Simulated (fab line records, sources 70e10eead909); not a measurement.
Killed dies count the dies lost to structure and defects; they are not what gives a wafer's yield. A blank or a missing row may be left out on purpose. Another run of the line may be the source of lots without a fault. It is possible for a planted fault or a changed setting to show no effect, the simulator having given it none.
What tool caused it? || flow nand_harc || 13 lots, 36 wafers sampled, at 6 steps of a route of 1159

== WHAT EACH GAUGE READ, for each wafer ==
NHARC_A_M1_CD_MEAS_09: target cd 120 nm. Usual: cd_nm at 120.0 nm, with a standard deviation of 0.69.
{"lot": "L140", "measured": "day 18 01:57", "on": "cd_sem-02", "cd_nm (nm)": "120.0 119.8 120.2", "flag": ""}
{"lot": "L142", "measured": "day 18 02:41", "on": "cd_sem-02", "cd_nm (nm)": "119.4 120.8 120.0", "flag": ""}
{"lot": "L141", "measured": "day 18 05:53", "on": "cd_sem-02", "cd_nm (nm)": "119.0 119.4 119.1", "flag": ""}
{"lot": "L143", "measured": "day 18 13:53", "on": "cd_sem-02", "cd_nm (nm)": "120.5 119.7 119.7", "flag": ""}
{"lot": "L145", "measured": "day 19 01:13", "on": "cd_sem-02", "cd_nm (nm)": "120.0 119.1 119.0", "flag": ""}
{"lot": "L147", "measured": "day 19 20:41", "on": "cd_sem-02", "cd_nm (nm)": "121.0 120.3 120.6", "flag": ""}
{"lot": "L146", "measured": "day 19 21:00", "on": "cd_sem-01", "cd_nm (nm)": "119.3 119.4 119.7", "flag": ""}
{"lot": "L148", "measured": "day 20 06:54", "on": "cd_sem-03", "cd_nm (nm)": "119.8 119.7 119.6", "flag": ""}
{"lot": "L151", "measured": "day 21 07:01", "on": "cd_sem-01", "cd_nm (nm)": 120.1, "flag": ""}
{"lot": "L154", "measured": "day 22 02:28", "on": "cd_sem-01", "cd_nm (nm)": "120.3 119.1", "flag": ""}
{"lot": "L156", "measured": "day 22 16:20", "on": "cd_sem-02", "cd_nm (nm)": "119.9 119.9 118.9", "flag": ""}
{"lot": "L159", "measured": "day 23 02:26", "on": "cd_sem-01", "cd_nm (nm)": "119.5 119.7 120.2", "flag": ""}
{"lot": "L160", "measured": "day 23 04:41", "on": "cd_sem-01", "cd_nm (nm)": "120.5 119.7 121.2", "flag": ""}

NHARC_A_M1_THK_MEAS_24: measures by xrf. Usual: thk_nm at 155.1 nm, with a standard deviation of 1.8.
{"lot": "L140", "measured": "day 18 05:02", "on": "film_metro-01", "thk_nm (nm)": "155.5 156.8 158.2", "flag": ""}
{"lot": "L142", "measured": "day 18 05:25", "on": "film_metro-01", "thk_nm (nm)": "154.7 155.2 155.1", "flag": ""}
{"lot": "L141", "measured": "day 18 08:32", "on": "film_metro-02", "thk_nm (nm)": "156.1 156.7 156.1", "flag": ""}
{"lot": "L143", "measured": "day 18 16:40", "on": "film_metro-01", "thk_nm (nm)": "154.6 152.7 156.7", "flag": ""}
{"lot": "L145", "measured": "day 19 03:50", "on": "film_metro-01", "thk_nm (nm)": "156.7 154.6 153.2", "flag": ""}
{"lot": "L147", "measured": "day 19 23:27", "on": "film_metro-02", "thk_nm (nm)": "155.2 155.7 156.0", "flag": ""}
{"lot": "L146", "measured": "day 19 23:38", "on": "film_metro-02", "thk_nm (nm)": "153.5 154.7 151.7", "flag": ""}
{"lot": "L148", "measured": "day 20 09:32", "on": "film_metro-01", "thk_nm (nm)": "154.7 155.2 153.8", "flag": ""}
{"lot": "L151", "measured": "day 21 09:37", "on": "film_metro-01", "thk_nm (nm)": 153.3, "flag": ""}
{"lot": "L154", "measured": "day 22 05:14", "on": "film_metro-01", "thk_nm (nm)": "156.6 146.2", "flag": ""}
{"lot": "L156", "measured": "day 22 19:07", "on": "film_metro-01", "thk_nm (nm)": "152.9 158.9 157.5", "flag": ""}
{"lot": "L159", "measured": "day 23 05:04", "on": "film_metro-01", "thk_nm (nm)": "158.1 155.7 157.2", "flag": ""}
{"lot": "L160", "measured": "day 23 08:12", "on": "film_metro-02", "thk_nm (nm)": "155.6 157.0 154.8", "flag": ""}

NHARC_END_SORT_01. Usual: defect_limited_yield 95.4 %, standard deviation 1.8; killed_at_array 28, standard deviation 11; killed_at_other 0.7, standard deviation 0.88; killed_at_periphery 3.1, standard deviation 2.2; killed_dies 31, standard deviation 12; killed_open 3.3, standard deviation 2; killed_short 2.0, standard deviation 1.6; sort_bin_2_pct 1.5 %, standard deviation 0.73; sort_bin_3_pct 0.27 %, standard deviation 0.22; sort_bin_4_pct 2.9 %, standard deviation 1.1; sort_n_pass 646, standard deviation 12; sort_rim_yield_pct 93 %, standard deviation 3.9; sort_yield_pct 95.4 %, standard deviation 1.8.
{"lot": "L156", "measured": "day 24 05:43", "on": "prober-02", "defect_limited_yield (%)": "93.2 94.5 92.8", "killed_at_array": "43 37 44", "killed_at_other": "1 0 3", "killed_at_periphery": "2 0 2", "killed_dies": "46 37 49", "killed_open": "4 4 2", "killed_short": "2 2 1", "sort_bin_2_pct (%)": "2.2 1.9 3.8", "sort_bin_3_pct (%)": "0.30 0.30 0", "sort_bin_4_pct (%)": "4.3 3.2 3.4", "sort_n_pass": "631 640 628", "sort_rim_yield_pct (%)": "86 93 86", "sort_yield_pct (%)": "93.2 94.5 92.8", "flag": ""}

== WHAT TOOL EACH LOT RAN ON (gives the tool, then ch and the chambers of the sampled wafers, and finally the start) ==
{"lot": "L140", "NHARC_A_M1_DEGAS_29": "pvd_sputter-01, day 18 03:19", "NHARC_A_M1_CMP_23": "cmp-04 ch 0,2,3, day 18 04:43", "NHARC_A_BONDPAD_DEP_00": "pecvd-01 ch 1,2, day 18 05:56"}
{"lot": "L142", "NHARC_A_M1_DEGAS_29": "pvd_sputter-03, day 18 04:01", "NHARC_A_M1_CMP_23": "cmp-01 ch 0,2,3, day 18 05:10", "NHARC_A_BONDPAD_DEP_00": "pecvd-03 ch 0,1, day 18 06:17"}
{"lot": "L141", "NHARC_A_M1_DEGAS_29": "pvd_sputter-03, day 18 07:08", "NHARC_A_M1_CMP_23": "cmp-03 ch 0,2, day 18 08:14", "NHARC_A_BONDPAD_DEP_00": "pecvd-02 ch 0,1,2, day 18 09:28"}
{"lot": "L143", "NHARC_A_M1_DEGAS_29": "pvd_sputter-01, day 18 15:11", "NHARC_A_M1_CMP_23": "cmp-01 ch 1,2,3, day 18 16:25", "NHARC_A_BONDPAD_DEP_00": "pecvd-03 ch 0,2, day 18 17:41"}
{"lot": "L145", "NHARC_A_M1_DEGAS_29": "pvd_sputter-01, day 19 02:26", "NHARC_A_M1_CMP_23": "cmp-01 ch 1,2,3, day 19 03:36", "NHARC_A_BONDPAD_DEP_00": "pecvd-02 ch 0,1, day 19 04:56"}
{"lot": "L147", "NHARC_A_M1_DEGAS_29": "pvd_sputter-01, day 19 21:58", "NHARC_A_M1_CMP_23": "cmp-04 ch 2,3, day 19 23:10", "NHARC_A_BONDPAD_DEP_00": "pecvd-01 ch 0,2, no start"}
{"lot": "L146", "NHARC_A_M1_DEGAS_29": "pvd_sputter-03, day 19 22:13", "NHARC_A_M1_CMP_23": "cmp-01 ch 1,2,3, day 19 23:23", "NHARC_A_BONDPAD_DEP_00": "pecvd-02 ch 0,2, day 20 00:29"}
{"lot": "L148", "NHARC_A_M1_DEGAS_29": "pvd_sputter-02, day 20 08:07", "NHARC_A_M1_CMP_23": "cmp-01 ch 0,1,3, day 20 09:17", "NHARC_A_BONDPAD_DEP_00": "pecvd-01 ch 1,2, day 20 10:33"}
{"lot": "L151", "NHARC_A_M1_DEGAS_29": "pvd_sputter-01, day 21 08:14", "NHARC_A_M1_CMP_23": "cmp-01 ch 2, day 21 09:26", "NHARC_A_BONDPAD_DEP_00": "pecvd-01 ch 1, day 21 10:48"}
{"lot": "L154", "NHARC_A_M1_DEGAS_29": "pvd_sputter-02, day 22 03:48", "NHARC_A_M1_CMP_23": "cmp-01 ch 1,2, day 22 04:56", "NHARC_A_BONDPAD_DEP_00": "pecvd-01 ch 1,2, day 22 06:23"}
{"lot": "L156", "NHARC_A_M1_DEGAS_29": "pvd_sputter-02, day 22 17:32", "NHARC_A_M1_CMP_23": "cmp-04 ch 0,1,2, day 22 18:49", "NHARC_A_BONDPAD_DEP_00": "pecvd-03 ch 0,1, day 22 19:59"}
{"lot": "L159", "NHARC_A_M1_DEGAS_29": "pvd_sputter-03, day 23 03:40", "NHARC_A_M1_CMP_23": "cmp-04 ch 0,2,3, day 23 04:47", "NHARC_A_BONDPAD_DEP_00": "pecvd-01 ch 1, day 23 05:56"}
{"lot": "L160", "NHARC_A_M1_DEGAS_29": "pvd_sputter-01, day 23 05:53", "NHARC_A_M1_CMP_23": "cmp-03 ch 0,3, day 23 07:55", "NHARC_A_BONDPAD_DEP_00": "pecvd-02 ch 1,2, day 23 09:08"}
- NHARC_A_M1_DEGAS_29: time 60 s.
- NHARC_A_M1_CMP_23: polishes, t overpolish 20 s, target thk 154.34 nm.
- NHARC_A_BONDPAD_DEP_00: deposits SiCN, target thk 250 nm.

== AS READ BY THE TOOLS THEMSELVES (means over the sampled wafers that have a number; for cases with no such wafer, the mark the record gives instead) ==
NHARC_A_M1_DEGAS_29. Usual: heater_power_w at 331 W, with a standard deviation of 36.
{"lot": "L140", "tool": "pvd_sputter-01", "heater_power_w (W)": 319, "flag": ""}
{"lot": "L142", "tool": "pvd_sputter-03", "heater_power_w (W)": 339, "flag": ""}
{"lot": "L141", "tool": "pvd_sputter-03", "heater_power_w (W)": 348, "flag": ""}
{"lot": "L143", "tool": "pvd_sputter-01", "heater_power_w (W)": 356, "flag": ""}
{"lot": "L145", "tool": "pvd_sputter-01", "heater_power_w (W)": 332, "flag": ""}
{"lot": "L147", "tool": "pvd_sputter-01", "heater_power_w (W)": 357, "flag": ""}
{"lot": "L146", "tool": "pvd_sputter-03", "heater_power_w (W)": 328, "flag": ""}
{"lot": "L148", "tool": "pvd_sputter-02", "heater_power_w (W)": 315, "flag": ""}
{"lot": "L151", "tool": "pvd_sputter-01", "heater_power_w (W)": 362, "flag": ""}
{"lot": "L154", "tool": "pvd_sputter-02", "heater_power_w (W)": 312, "flag": ""}
{"lot": "L156", "tool": "pvd_sputter-02", "heater_power_w (W)": 320, "flag": ""}
{"lot": "L159", "tool": "pvd_sputter-03", "heater_power_w (W)": 344, "flag": ""}
{"lot": "L160", "tool": "pvd_sputter-01", "heater_power_w (W)": 364, "flag": ""}

NHARC_A_M1_CMP_23. Usual: edge_zone_pressure_frac 1.000, standard deviation 0.0052; motor_current_A 12.4 A, standard deviation 1.4; time_to_endpoint_s 31 s, standard deviation 3.3.
{"lot": "L140", "tool": "cmp-04", "edge_zone_pressure_frac": 0.997, "motor_current_A (A)": 12.9, "time_to_endpoint_s (s)": 33, "flag": ""}
{"lot": "L142", "tool": "cmp-01", "edge_zone_pressure_frac": 1.003, "motor_current_A (A)": 12.7, "time_to_endpoint_s (s)": 31, "flag": ""}
{"lot": "L141", "tool": "cmp-03", "edge_zone_pressure_frac": 0.994, "motor_current_A (A)": 13.1, "time_to_endpoint_s (s)": 31, "flag": ""}
{"lot": "L143", "tool": "cmp-01", "edge_zone_pressure_frac": 0.997, "motor_current_A (A)": 11.6, "time_to_endpoint_s (s)": 29, "flag": ""}
{"lot": "L145", "tool": "cmp-01", "edge_zone_pressure_frac": 0.998, "motor_current_A (A)": 11.9, "time_to_endpoint_s (s)": 29, "flag": ""}
{"lot": "L147", "tool": "cmp-04", "edge_zone_pressure_frac": 0.997, "motor_current_A (A)": 12.8, "time_to_endpoint_s (s)": 31, "flag": ""}
{"lot": "L146", "tool": "cmp-01", "edge_zone_pressure_frac": 1.001, "motor_current_A (A)": 11.8, "time_to_endpoint_s (s)": 29, "flag": ""}
{"lot": "L148", "tool": "cmp-01", "edge_zone_pressure_frac": 1.000, "motor_current_A (A)": 12.8, "time_to_endpoint_s (s)": 29, "flag": ""}
{"lot": "L151", "tool": "cmp-01", "edge_zone_pressure_frac": 1.002, "motor_current_A (A)": 11.5, "time_to_endpoint_s (s)": 29, "flag": ""}
{"lot": "L154", "tool": "cmp-01", "edge_zone_pressure_frac": 0.996, "motor_current_A (A)": 10.7, "time_to_endpoint_s (s)": 24, "flag": ""}
{"lot": "L156", "tool": "cmp-04", "edge_zone_pressure_frac": 0.998, "motor_current_A (A)": 11.8, "time_to_endpoint_s (s)": 31, "flag": ""}
{"lot": "L159", "tool": "cmp-04", "edge_zone_pressure_frac": 0.995, "motor_current_A (A)": 12.7, "time_to_endpoint_s (s)": 35, "flag": ""}
{"lot": "L160", "tool": "cmp-03", "edge_zone_pressure_frac": 0.999, "motor_current_A (A)": 11.4, "time_to_endpoint_s (s)": 30, "flag": ""}

NHARC_A_BONDPAD_DEP_00. Usual: heater_power_w at 569 W, with a standard deviation of 98.
{"lot": "L140", "tool": "pecvd-01", "heater_power_w (W)": 546, "flag": ""}
{"lot": "L142", "tool": "pecvd-03", "heater_power_w (W)": 587, "flag": ""}
{"lot": "L141", "tool": "pecvd-02", "heater_power_w (W)": 653, "flag": ""}
{"lot": "L143", "tool": "pecvd-03", "heater_power_w (W)": 506, "flag": ""}
{"lot": "L145", "tool": "pecvd-02", "heater_power_w (W)": 530, "flag": ""}
{"lot": "L147", "tool": "pecvd-01", "heater_power_w (W)": 532, "flag": ""}
{"lot": "L146", "tool": "pecvd-02", "heater_power_w (W)": 641, "flag": ""}
{"lot": "L148", "tool": "pecvd-01", "heater_power_w (W)": 441, "flag": ""}
{"lot": "L151", "tool": "pecvd-01", "heater_power_w (W)": 491, "flag": ""}
{"lot": "L154", "tool": "pecvd-01", "heater_power_w (W)": 527, "flag": ""}
{"lot": "L156", "tool": "pecvd-03", "heater_power_w (W)": 546, "flag": ""}
{"lot": "L159", "tool": "pecvd-01", "heater_power_w (W)": 499, "flag": ""}
{"lot": "L160", "tool": "pecvd-02", "heater_power_w (W)": 603, "flag": ""}

== THE ANSWER, worked out from the rows above alone ==
Rule: a lot counts as off when the mean over its wafers that have a number is more than 3 standard deviations away from the usual mean. Also off: a lot with no number at a reading for which 4 or more lots have one. The other lots that the step has rows for count as sound. First the gauges in route order, then the tools' own readings, where a lot's mean is used as printed above. At the first step where some lot is off, the reading lying furthest off is the one used; lots without a number count as furthest.
Nothing can be told from this: no lot is off at any reading shown.

== WHAT THE SIMULATOR HAD INSERTED ==
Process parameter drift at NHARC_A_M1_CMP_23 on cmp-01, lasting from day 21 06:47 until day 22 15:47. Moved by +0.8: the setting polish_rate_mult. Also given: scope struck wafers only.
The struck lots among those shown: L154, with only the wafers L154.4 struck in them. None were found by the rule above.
